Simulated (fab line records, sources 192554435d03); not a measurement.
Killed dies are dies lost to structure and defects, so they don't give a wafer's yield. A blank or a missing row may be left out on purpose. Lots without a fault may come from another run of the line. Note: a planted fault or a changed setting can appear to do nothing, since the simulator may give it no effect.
A lot that was struck, set against a sound lot | flow n5-finfet | 15 steps out of a route of 1938
Sound: the wafers L347.1, L347.5, L347.6. Struck: wafer L362.5. (L362.2, L362.3 of the same lot were not struck and are left out.) The cause comes at the end.
Order at every step that has rows: each side's tool, ch and its chambers, its first start. Under that, the readings that differ: sound wafers | struck wafers | difference of the means | sigmas: that difference in standard deviations of wafers without a fault.
alike: readings with means less than 2 such deviations apart, plus words and numbers identical on both sides. not compared: withheld readings, readings lacking a value on some wafer, bounds such as >300 that could conceal the same value, and numbers that have no deviation in the record and whose values overlap.
Wherever a step has rows on one side only, a row that says differs or no value, or a row with sigmas, the two part there. Numbers that have no deviation but don't overlap get no sigmas and don't part them. Lack of a reading on every wafer of one side parts them only where that side has two or more wafers.

N5_SD_ACTIVATION_RS_MEAS_03: measures by four-point-probe.
  struck on film-metro-01, day 7 04:05; sound on film-metro-01, day 3 14:53
  reading          | sound             | struck | difference | sigmas
  RS_SD_N (ohm/sq) | 22.16 22.40 22.12 | 21.40  | -0.83      | -3
  alike: RS_SD_P
N5_SD_ACTIVATION_INSPECT_02: inspects for defects (darkfield).
  struck on defect-inspect-02, day 7 04:23; sound on defect-inspect-02, day 3 15:13
  alike: raw-defect-count
N5_ILD0_LINER_00: material SiNx, target thk 4 nm, pulse time 1 s, purge time 2 s.
  sound on ald-sin-04 ch 0,1,3, day 3 15:16; struck on ald-sin-04 ch 2, day 7 04:26
  alike: heater-power-w, precursor-pulse-height-rel
then, 2 steps without rows for these wafers: N5_ILD0_FCVD_FILL_01 (material SiO2 flowable, target thk 200 nm, time 328.3 s); N5_ILD0_CURE_02 (time 1800 s).
N5_ILD0_CMP_03: polishes, stops on SiNx, t overpolish 1.9 s, target thk 197.38 nm.
  sound on cmp-04 ch 1,2, day 3 17:38; struck on cmp-04 ch 0, day 7 06:47
  alike: motor-current-A, overpolish-run-s, retaining-ring-pressure-frac, slurry-flow-ml-min, time-to-endpoint-s
N5_ILD0_THK_MEAS_04:
  struck on film-metro-02, day 7 07:05; sound on film-metro-01, day 3 17:55
  alike: thk-nm
N5_ILD0_CMP_07: polishes SiO2 flowable, stops on poly-Si, t overpolish 1.18 s, target thk 138.88 nm.
  sound on cmp-01 ch 0,3, day 3 17:57; struck on cmp-01 ch 2, day 7 07:11
  reading            | sound             | struck | difference | sigmas
  slurry-flow-ml-min | 150.2 149.8 149.8 | 151.0  | +1.1       | +2
  alike: motor-current-A, retaining-ring-pressure-frac
N5_ILD0_THK_MEAS_08:
  struck on film-metro-02, day 7 07:25; sound on film-metro-01, day 3 18:15
  alike: thk-nm
then, 1 step without rows for these wafers: N5_ILD0_PRECLEAN_10 (cleans in NF3:NH3, afs cycles 5, time 20 s, sublimation time 60 s).
N5_ILD0_ALD_15: deposits SiNx, target thk 24 nm, pulse time 1 s, ald cycles 480.
  sound on ald-sin-03 ch 0,1, day 3 18:59; struck on ald-sin-01 ch 2, day 7 09:13
  alike: heater-power-w, precursor-pulse-height-rel
N5_ILD0_CMP_12: polishes SiNx, stops on poly-Si, t overpolish 6 s, target thk 17.67 nm.
  sound on cmp-01 ch 0,1, day 3 21:14; struck on cmp-01 ch 2, day 7 10:25
  reading                | sound       | struck | difference | sigmas
  motor-current-A (A)    | 8.3 8.5 8.6 | 10.5   | +2.0       | +2
  time-to-endpoint-s (s) | 25 26 31    | 15     | -12        | -4
  alike: overpolish-run-s, retaining-ring-pressure-frac, slurry-flow-ml-min
N5_ILD0_THK_MEAS_13:
  struck on film-metro-02, day 7 10:38; sound on film-metro-01, day 3 21:29
  alike: thk-nm
-- the record jumps here: 7 days lie between the struck wafers' starts before and after (it left off in module ILD0 and takes up again in module BEOL_M4, whose first step shown is number 1111 of the route) --
N5_BEOL_M4_RC_MEAS_101:
  sound on prober-01 ch 0, day 9 21:32; struck on prober-01 ch 0, day 13 22:49
  alike: DIBL_N, DIBL_P, IOFF_N, IOFF_P, ION_N, ION_P, SS_N, SS_P, VT_N, VT_P
after that, 1 step had no rows for these wafers: N5_PASSIVATION_PROBE_49.

== WHERE THEY PART ==
Earliest at N5_SD_ACTIVATION_RS_MEAS_03; latest, in this record, at N5_ILD0_CMP_12. Later steps at which nothing parts them and some readings are alike: N5_ILD0_THK_MEAS_13, N5_BEOL_M4_RC_MEAS_101.

WHY: what had been put in by the simulator
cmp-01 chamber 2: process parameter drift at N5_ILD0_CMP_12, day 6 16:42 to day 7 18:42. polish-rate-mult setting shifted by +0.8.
